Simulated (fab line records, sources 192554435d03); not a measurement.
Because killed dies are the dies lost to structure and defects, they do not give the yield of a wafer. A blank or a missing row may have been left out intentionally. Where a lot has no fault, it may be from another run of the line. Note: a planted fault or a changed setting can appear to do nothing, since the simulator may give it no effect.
8D (eight disciplines) problem report, filled in by code	flow n5 finfet	the parts of the form that need people (team, actions taken, sign-off) are left out

== 1. THE PROBLEM ==
Wafers without a fault read 35.69, standard deviation 0.039; exposure dose mJ cm2 at N5_BEOL_M5_EXPOSE_08 reads a mean of 35.93 on 3 wafers belonging to 2 lots. Measured from the usual mean, that is +6.1 standard deviations.
The step: exposes mask M5, target cd 28 nm.
Earliest sighting: wafer L789.1 on euv scanner-02 at day 11 19:52. At this step, 30 wafers from 11 lots have a number in the record. Rule for "out" (also "out of limits"): further than 4 standard deviations from the usual mean. The other wafers with a number count as sound.

== 2. WHAT IT IS, WHAT IT ISN'T ==
question	is	is not
which readings at this step	exposure dose mJ cm2	-
which lots	L789, L792	L782, L784, L786, L794, L795, L797, L798, L800, L801
which wafers of those lots	all that have a number	-
read on which tools	euv scanner-02	euv scanner-01
when	from day 11 19:52	up to then (9 sound wafers); but 18 sound wafers of L794, L795, L797, L798, L800, L801 came after

== 3. SUSPECTS, AND WHAT RULES EACH OUT ==
Counting: a tool at any process step up to the reading remains a suspect when it ran all the lots that are out and ran no sound lot after the first of those.
- euv scanner-02 at N5_BEOL_M5_EXPOSE_08 (exposes mask M5, target cd 28 nm): kept. It ran every lot that is out, first L789 (day 11 19:52), and no sound lot after that; its last sound lot up to then is L786 (day 10 05:10). Out on those wafers are its own readings of exposure dose mJ cm2.
Left after counting: euv scanner-02 at N5_BEOL_M5_EXPOSE_08.

== 4. THE CAUSE (what the simulator had put in) ==
Process parameters drifting: euv scanner-02 at N5_BEOL_M5_EXPOSE_08, beginning at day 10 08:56. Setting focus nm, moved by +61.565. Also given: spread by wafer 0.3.
Counting left only this tool.

== 5. THE CHAIN OF EFFECTS, in route order ==
One row per reading whose mean, taken over the struck wafers that have a number, lies over 3 standard deviations from the usual. Only readings whose record carries a usual standard deviation are examined. hours: median over the lots of the time between each lot's start at the first step of this table that gives one and its start at this step. sigmas: the change, counted in usual standard deviations.
hours	step	reading	usual	on struck wafers	change	sigmas
0	N5_BEOL_M5_EXPOSE_08	exposure dose mJ cm2	35.69	35.93	+0.24	+6.1
The process steps in it:
- N5_BEOL_M5_EXPOSE_08: exposes mask M5, target cd 28 nm.

== 6. HOW IT WOULD HAVE BEEN CAUGHT EARLIER ==
First out-of-limits reading in this record: day 11 19:52, which is 35 hours after fault onset at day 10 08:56.
